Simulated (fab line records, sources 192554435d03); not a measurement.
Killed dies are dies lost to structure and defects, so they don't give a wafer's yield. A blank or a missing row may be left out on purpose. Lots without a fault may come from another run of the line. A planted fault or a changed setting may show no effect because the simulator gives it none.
Chamber matching | flow n5_finfet | N5_BEOL_M14_DEP_53 on pecvd-02: 3 sister chambers
The step deposits SiCN from 3MS/NH3, target thk 50 nm, time 17.8 s. 6 wafers are shown with their chamber, then 9 later ones without.

WAFERS WITH THEIR CHAMBER
wafer  | chamber | throttle_valve_pct (%) | showerhead_plenum_p_Torr (Torr)
L085.4 | 2       | 16.6                   | 4.139
L089.5 | 2       | 16.9                   | 4.153
L089.6 | 0       | 17.9                   | 4.144
L092.1 | 0       | 18.1                   | 4.134
L092.3 | 1       | 18.7                   | 4.164
L092.4 | 1       | 18.8                   | 4.164

WAFERS WITHOUT THEIR CHAMBER
wafer  | throttle_valve_pct (%) | showerhead_plenum_p_Torr (Torr)
L091.1 | 16.5                   | 4.150
L091.2 | 18.9                   | 4.163
L091.6 | 16.7                   | 4.132
L093.2 | 18.9                   | 4.152
L093.4 | 16.7                   | 4.141
L093.5 | 18.9                   | 4.157
L097.1 | 19.1                   | 4.156
L097.3 | 18.8                   | 4.160
L097.5 | 18.9                   | 4.158

WHICH CHAMBER EACH WENT THROUGH
wafer  | from the rows above | in truth
L091.1 | 2                   | 2
L091.2 | 1                   | 1
L091.6 | 2                   | 2
L093.2 | 1                   | 1
L093.4 | 2                   | 2
L093.5 | 1                   | 1
L097.1 | 1                   | 1
L097.3 | 1                   | 1
L097.5 | 1                   | 1
Placed correctly: 9 of 9. Can't be placed from these rows: 0. Placed wrongly: 0.
How it was worked out, from the rows above alone: a wafer's distance from a chamber is the root of the sum, over the readings, of the square of ((its reading less the chamber's mean) divided by the reading's scatter). The wafer belongs to the nearest chamber; if the next one is less than 2 further off, it can't be placed. A chamber's mean is the mean of its shown wafers. The scatter: the root of (the sum of the squares of (reading less its chamber's mean) over the shown wafers, divided by (wafers less chambers)).
